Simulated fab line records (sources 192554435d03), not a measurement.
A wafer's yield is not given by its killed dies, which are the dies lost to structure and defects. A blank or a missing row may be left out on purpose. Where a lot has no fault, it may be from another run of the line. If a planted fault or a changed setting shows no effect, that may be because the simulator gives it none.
Which tool was responsible? :: flow n5Finfet :: 30 wafers from 10 lots sampled at 5 of the route's 1938 steps

## WHAT THE GAUGES READ, wafer by wafer
N5_BEOL_M4_THK_MEAS_01. Usual: M4_ILD_THK gives 78.8 nm (standard deviation 0.86).
lot: L108
measured: day 8 07:45
on: filmMetro-02
M4_ILD_THK (nm): 77.5 79.0 79.4
flag: 

lot: L109
measured: day 8 14:39
on: filmMetro-01
M4_ILD_THK (nm): 77.8 77.8 80.1
flag: 

lot: L114
measured: day 9 09:26
on: filmMetro-02
M4_ILD_THK (nm): 77.7 78.3 79.4
flag: 

lot: L118
measured: day 11 16:34
on: filmMetro-02
M4_ILD_THK (nm): 77.2 79.1 79.4
flag: 

lot: L123
measured: day 12 10:27
on: filmMetro-01
M4_ILD_THK (nm): 78.6 78.3 78.5
flag: 

lot: L117
measured: day 12 16:29
on: filmMetro-01
M4_ILD_THK (nm): 78.8 79.6 79.6
flag: 

lot: L121
measured: day 12 18:32
on: filmMetro-01
M4_ILD_THK (nm): 78.9 79.8 80.5
flag: 

lot: L122
measured: day 12 20:24
on: filmMetro-01
M4_ILD_THK (nm): 78.3 78.3 79.2
flag: 

lot: L127
measured: day 13 08:55
on: filmMetro-01
M4_ILD_THK (nm): 79.6 80.1 79.1
flag: 

lot: L131
measured: day 14 12:13
on: filmMetro-02
M4_ILD_THK (nm): 77.7 78.9 79.4
flag: 

N5_BEOL_M4_OVL_MEAS_12. Usual: M4_OVL gives 0.2 nm (standard deviation 0.59).
lot: L108
measured: day 8 09:16
on: overlay-02
M4_OVL (nm): 1.1 1.6 0.3
flag: 

lot: L109
measured: day 8 16:49
on: overlay-01
M4_OVL (nm): 0.4 0.2 -0.3
flag: 

lot: L114
measured: day 9 10:27
on: overlay-02
M4_OVL (nm): 0.6 1.3 -0.1
flag: 

lot: L118
measured: day 11 18:18
on: overlay-01
M4_OVL (nm): 0.2 0.7 0.3
flag: 

lot: L123
measured: day 12 11:23
on: overlay-01
M4_OVL (nm): 0.0 -0.8 -0.9
flag: 

lot: L117
measured: day 12 18:52
on: overlay-01
M4_OVL (nm): -0.2 -0.4 0.3
flag: 

lot: L121
measured: day 12 19:50
on: overlay-02
M4_OVL (nm): 0.3 -0.2 -1.2
flag: 

lot: L122
measured: day 12 21:12
on: overlay-01
M4_OVL (nm): -0.1 0.1 -0.2
flag: 

lot: L127
measured: day 13 11:41
on: overlay-02
M4_OVL (nm): 0.1 0.9 0.5
flag: 

lot: L131
measured: day 14 14:09
on: overlay-01
M4_OVL (nm): -1.0 -0.9 -0.5
flag: 

N5_BEOL_M4_INSPECT_13: inspects for defects (brightfield). Usual: rawDefectCount at 395, with a standard deviation of 94.
lot: L108
measured: day 8 09:19
on: defectInspect-02
rawDefectCount: 393 344 394
flag: 

lot: L109
measured: day 8 16:52
on: defectInspect-01
rawDefectCount: 270 328 413
flag: 

lot: L114
measured: day 9 10:31
on: defectInspect-02
rawDefectCount: 420 432 612
flag: 

lot: L118
measured: day 11 18:21
on: defectInspect-01
rawDefectCount: 323 385 399
flag: 

lot: L123
measured: day 12 11:26
on: defectInspect-01
rawDefectCount: 348 421 412
flag: 

lot: L117
measured: day 12 18:54
on: defectInspect-01
rawDefectCount: 494 420 423
flag: 

lot: L121
measured: day 12 19:54
on: defectInspect-01
rawDefectCount: 366 489 360
flag: 

lot: L122
measured: day 12 21:16
on: defectInspect-02
rawDefectCount: 499 426 397
flag: 

lot: L127
measured: day 13 11:44
on: defectInspect-01
rawDefectCount: 418 493 489
flag: 

lot: L131
measured: day 14 14:13
on: defectInspect-01
rawDefectCount: 352 401 352
flag: 

N5_BEOL_M4_RC_MEAS_101. Usual: DIBL_N 36.6 mV/V, standard deviation 1.3; DIBL_P 36.4 mV/V, standard deviation 1.4; IOFF_N 0.167 nA/um, standard deviation 0.023; IOFF_P 0.219 nA/um, standard deviation 0.029; ION_N 678 uA/um, standard deviation 8.7; ION_P 464 uA/um, standard deviation 6.4; SS_N 71.5 mV/dec, standard deviation 0.53; SS_P 73.4 mV/dec, standard deviation 0.57; VT_N 248.5 mV, standard deviation 2.8; VT_P -249 mV, standard deviation 3.1.
lot: L108
measured: day 8 17:11
on: prober-01
DIBL_N (mV/V): 37.4 37.8 36.8
DIBL_P (mV/V): 37.4 37.4 36.8
IOFF_N (nA/um): 0.195 0.193 0.171
IOFF_P (nA/um): 0.237 0.224 0.216
ION_N (uA/um): 697 690 683
ION_P (uA/um): 467 465 465
SS_N (mV/dec): 72.2 70.9 71.2
SS_P (mV/dec): 73.3 72.9 73.5
VT_N (mV): 243.2 245.4 248.1
VT_P (mV): -248 -249 -250
flag: 

lot: L109
measured: day 9 06:21
on: prober-01
DIBL_N (mV/V): 39.7 37.9 37.8
DIBL_P (mV/V): 38.0 35.7 35.3
IOFF_N (nA/um): 0.211 0.180 0.174
IOFF_P (nA/um): 0.267 0.226 0.220
ION_N (uA/um): 692 686 674
ION_P (uA/um): 469 469 463
SS_N (mV/dec): 72.4 71.0 71.6
SS_P (mV/dec): 74.2 73.1 72.9
VT_N (mV): 244.7 245.5 247.3
VT_P (mV): -246 -248 -249
flag: 

lot: L114
measured: day 10 10:31
on: prober-02
DIBL_N (mV/V): 39.2 37.6 38.4
DIBL_P (mV/V): 38.2 36.8 37.3
IOFF_N (nA/um): 0.191 0.175 0.176
IOFF_P (nA/um): 0.240 0.219 0.224
ION_N (uA/um): 684 681 684
ION_P (uA/um): 465 464 466
SS_N (mV/dec): 72.3 72.0 72.6
SS_P (mV/dec): 73.7 72.9 73.1
VT_N (mV): 248.0 247.0 248.2
VT_P (mV): -246 -248 -246
flag: 

lot: L118
measured: day 12 19:20
on: prober-01
DIBL_N (mV/V): 34.9 36.6 34.6
DIBL_P (mV/V): 34.7 36.5 34.2
IOFF_N (nA/um): 0.144 0.170 0.131
IOFF_P (nA/um): 0.182 0.208 0.178
ION_N (uA/um): 674 669 665
ION_P (uA/um): 460 458 461
SS_N (mV/dec): 71.2 71.6 70.7
SS_P (mV/dec): 72.9 73.3 72.7
VT_N (mV): 250.8 247.6 249.1
VT_P (mV): -253 -249 -251
flag: 

lot: L123
measured: day 13 08:50
on: prober-02
DIBL_N (mV/V): 37.3 38.8 37.2
DIBL_P (mV/V): 36.1 38.8 35.9
IOFF_N (nA/um): 0.187 0.219 0.182
IOFF_P (nA/um): 0.241 0.290 0.238
ION_N (uA/um): 675 681 669
ION_P (uA/um): 464 468 459
SS_N (mV/dec): 72.4 72.3 72.7
SS_P (mV/dec): 73.5 75.0 73.2
VT_N (mV): 248.6 245.4 246.7
VT_P (mV): -245 -244 -246
flag: 

lot: L117
measured: day 13 12:19
on: prober-01
DIBL_N (mV/V): 35.0 37.5 36.5
DIBL_P (mV/V): 35.7 38.7 37.6
IOFF_N (nA/um): 0.166 0.216 0.195
IOFF_P (nA/um): 0.218 0.273 0.262
ION_N (uA/um): 672 671 671
ION_P (uA/um): 460 466 469
SS_N (mV/dec): 71.2 71.8 71.5
SS_P (mV/dec): 72.8 73.4 74.1
VT_N (mV): 247.8 248.1 247.5
VT_P (mV): -251 -248 -249
flag: 

lot: L121
measured: day 13 17:03
on: prober-01
DIBL_N (mV/V): 35.5 36.0 36.7
DIBL_P (mV/V): 37.1 38.0 38.3
IOFF_N (nA/um): 0.165 0.177 0.189
IOFF_P (nA/um): 0.201 0.215 0.210
ION_N (uA/um): 674 673 670
ION_P (uA/um): 460 457 455
SS_N (mV/dec): 71.6 71.8 72.2
SS_P (mV/dec): 74.1 74.1 74.1
VT_N (mV): 248.2 249.4 247.0
VT_P (mV): -253 -253 -251
flag: 

lot: L122
measured: day 13 20:31
on: prober-01
DIBL_N (mV/V): 34.8 35.6 36.5
DIBL_P (mV/V): 34.5 36.9 36.5
IOFF_N (nA/um): 0.142 0.159 0.169
IOFF_P (nA/um): 0.195 0.228 0.222
ION_N (uA/um): 661 675 670
ION_P (uA/um): 454 461 459
SS_N (mV/dec): 71.8 70.3 71.2
SS_P (mV/dec): 73.4 73.5 73.4
VT_N (mV): 250.3 249.4 247.3
VT_P (mV): -251 -247 -246
flag: 

lot: L127
measured: day 14 18:17
on: prober-01
DIBL_N (mV/V): 36.4 37.5 37.3
DIBL_P (mV/V): 36.8 38.0 37.8
IOFF_N (nA/um): 0.165 0.173 0.172
IOFF_P (nA/um): 0.212 0.237 0.228
ION_N (uA/um): 667 670 668
ION_P (uA/um): 458 463 461
SS_N (mV/dec): 71.5 71.5 71.3
SS_P (mV/dec): 73.0 73.5 73.2
VT_N (mV): 246.2 247.3 247.1
VT_P (mV): -250 -248 -251
flag: 

lot: L131
measured: day 15 15:25
on: prober-02
DIBL_N (mV/V): 36.2 36.1 35.8
DIBL_P (mV/V): 37.2 36.6 36.3
IOFF_N (nA/um): 0.160 0.153 0.151
IOFF_P (nA/um): 0.197 0.182 0.179
ION_N (uA/um): 679 676 679
ION_P (uA/um): 461 457 460
SS_N (mV/dec): 71.8 71.3 70.9
SS_P (mV/dec): 72.2 72.6 72.6
VT_N (mV): 248.6 251.2 250.6
VT_P (mV): -252 -250 -252
flag: 

## WHAT TOOL EACH LOT RAN ON (gives the tool, then ch and the chambers of the sampled wafers, and finally the start)
lot: L108
N5_BEOL_M4_ETCH_74: rieDiel-04 ch 2,3, day 8 09:25

lot: L109
N5_BEOL_M4_ETCH_74: rieDiel-05 ch 0,2,3, day 8 16:56

lot: L114
N5_BEOL_M4_ETCH_74: rieDiel-04 ch 0,3, day 9 10:35

lot: L118
N5_BEOL_M4_ETCH_74: rieDiel-04 ch 0,2,3, day 11 18:49

lot: L123
N5_BEOL_M4_ETCH_74: rieDiel-01 ch 2,3, day 12 11:31

lot: L117
N5_BEOL_M4_ETCH_74: rieDiel-04 ch 0,2,3, day 12 19:12

lot: L121
N5_BEOL_M4_ETCH_74: rieDiel-04 ch 0,2,3, day 12 20:14

lot: L122
N5_BEOL_M4_ETCH_74: rieDiel-01 ch 1,2,3, day 12 21:20

lot: L127
N5_BEOL_M4_ETCH_74: rieDiel-05 ch 0,1,2, day 13 11:47

lot: L131
N5_BEOL_M4_ETCH_74: rieDiel-01 ch 0,3, day 14 14:17
- N5_BEOL_M4_ETCH_74: etches underlayer in N2/H2, target depth 6.5 nm, time 5.2 s.

## WHAT THE TOOLS THEMSELVES READ (means of the sampled wafers that have a number; where no wafer has one, the mark that the record gives instead)
N5_BEOL_M4_ETCH_74. Usual: chamberPressureMTorr 30.00 mTorr, standard deviation 0.043; drypumpMotorCurrentA 5.9 A, standard deviation 0.45; etchRfOnTimeS 5.19 s, standard deviation 0.06; n2FlowSccm 200.0 sccm, standard deviation 0.61; oesProductAu 0.69 a.u., standard deviation 0.062; rfFwdPowerW 819.7 W, standard deviation 2.2; rfVppV 524.2 V, standard deviation 2.3; showerheadPlenumPTorr 2.56 Torr, standard deviation 0.068; throttleValvePct 17.91 %, standard deviation 0.24.
lot: L108
tool: rieDiel-04
chamberPressureMTorr (mTorr): 30.02
drypumpMotorCurrentA (A): 5.6
etchRfOnTimeS (s): 5.17
n2FlowSccm (sccm): 201.0
oesProductAu (a.u.): 0.66
rfFwdPowerW (W): 818.1
rfVppV (V): 523.0
showerheadPlenumPTorr (Torr): 2.55
throttleValvePct (%): 18.04
flag: 

lot: L109
tool: rieDiel-05
chamberPressureMTorr (mTorr): 30.01
drypumpMotorCurrentA (A): 5.9
etchRfOnTimeS (s): 5.20
n2FlowSccm (sccm): 200.0
oesProductAu (a.u.): 0.67
rfFwdPowerW (W): 819.8
rfVppV (V): 524.7
showerheadPlenumPTorr (Torr): 2.59
throttleValvePct (%): 18.04
flag: 

lot: L114
tool: rieDiel-04
chamberPressureMTorr (mTorr): 29.97
drypumpMotorCurrentA (A): 5.7
etchRfOnTimeS (s): 5.11
n2FlowSccm (sccm): 200.4
oesProductAu (a.u.): 0.78
rfFwdPowerW (W): 820.7
rfVppV (V): 525.5
showerheadPlenumPTorr (Torr): 2.60
throttleValvePct (%): 17.73
flag: 

lot: L118
tool: rieDiel-04
chamberPressureMTorr (mTorr): 30.01
drypumpMotorCurrentA (A): 5.8
etchRfOnTimeS (s): 6.40
n2FlowSccm (sccm): 199.8
oesProductAu (a.u.): 0.64
rfFwdPowerW (W): 819.2
rfVppV (V): 523.9
showerheadPlenumPTorr (Torr): 2.57
throttleValvePct (%): 17.87
flag: OFF

lot: L123
tool: rieDiel-01
chamberPressureMTorr (mTorr): 30.01
drypumpMotorCurrentA (A): 5.1
etchRfOnTimeS (s): 5.07
n2FlowSccm (sccm): 200.0
oesProductAu (a.u.): 0.69
rfFwdPowerW (W): 820.6
rfVppV (V): 523.7
showerheadPlenumPTorr (Torr): 2.56
throttleValvePct (%): 17.96
flag: 

lot: L117
tool: rieDiel-04
chamberPressureMTorr (mTorr): 30.04
drypumpMotorCurrentA (A): 5.8
etchRfOnTimeS (s): 6.32
n2FlowSccm (sccm): 200.2
oesProductAu (a.u.): 0.63
rfFwdPowerW (W): 820.6
rfVppV (V): 524.5
showerheadPlenumPTorr (Torr): 2.57
throttleValvePct (%): 17.90
flag: OFF

lot: L121
tool: rieDiel-04
chamberPressureMTorr (mTorr): 29.95
drypumpMotorCurrentA (A): 5.7
etchRfOnTimeS (s): 6.29
n2FlowSccm (sccm): 199.7
oesProductAu (a.u.): 0.64
rfFwdPowerW (W): 820.4
rfVppV (V): 524.4
showerheadPlenumPTorr (Torr): 2.57
throttleValvePct (%): 17.89
flag: OFF

lot: L122
tool: rieDiel-01
chamberPressureMTorr (mTorr): 29.97
drypumpMotorCurrentA (A): 5.3
etchRfOnTimeS (s): 5.19
n2FlowSccm (sccm): 200.1
oesProductAu (a.u.): 0.67
rfFwdPowerW (W): 819.8
rfVppV (V): 524.3
showerheadPlenumPTorr (Torr): 2.55
throttleValvePct (%): 17.91
flag: 

lot: L127
tool: rieDiel-05
chamberPressureMTorr (mTorr): 29.98
drypumpMotorCurrentA (A): 6.1
etchRfOnTimeS (s): 5.24
n2FlowSccm (sccm): 199.9
oesProductAu (a.u.): 0.64
rfFwdPowerW (W): 818.7
rfVppV (V): 525.8
showerheadPlenumPTorr (Torr): 2.61
throttleValvePct (%): 18.04
flag: 

lot: L131
tool: rieDiel-01
chamberPressureMTorr (mTorr): 30.01
drypumpMotorCurrentA (A): 6.1
etchRfOnTimeS (s): 5.22
n2FlowSccm (sccm): 200.4
oesProductAu (a.u.): 0.66
rfFwdPowerW (W): 818.9
rfVppV (V): 522.0
showerheadPlenumPTorr (Torr): 2.49
throttleValvePct (%): 18.00
flag: 

## THE ANSWER, worked out from the rows above alone
Rule: a lot is off if the mean of its wafers that have a number lies more than 3 standard deviations from the usual mean. A lot without any number at a reading at which 4 lots or more have one is off too. The other lots that the step has rows for count as sound. After the gauges, taken in route order, come the tools' own readings; for these a lot's mean is taken, as printed above. At the first step where some lot is off, the reading lying furthest off is the one used; lots without a number count as furthest.
Off at N5_BEOL_M4_ETCH_74 (etchRfOnTimeS): L118, L117, L121.
If a tool, at that step or one of the process steps before it, ran each lot that is off and ran no sound lot following the first of them, it fits. One fits: rieDiel-04 at N5_BEOL_M4_ETCH_74. A fault onset in the window from L114 (day 9 10:35, its last sound lot) to L118 (day 11 18:49, its first lot off) fits.
The tool's own readings at N5_BEOL_M4_ETCH_74 bear it out: on the lots that are off they differ by more than 5 times the standard deviation of the sound lots' means. etchRfOnTimeS reads 6.34 s there against 5.17 s on the sound lots.

## WHAT THE SIMULATOR HAD PUT IN
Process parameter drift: rieDiel-04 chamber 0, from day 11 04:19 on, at N5_BEOL_M4_ETCH_74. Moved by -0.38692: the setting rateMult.
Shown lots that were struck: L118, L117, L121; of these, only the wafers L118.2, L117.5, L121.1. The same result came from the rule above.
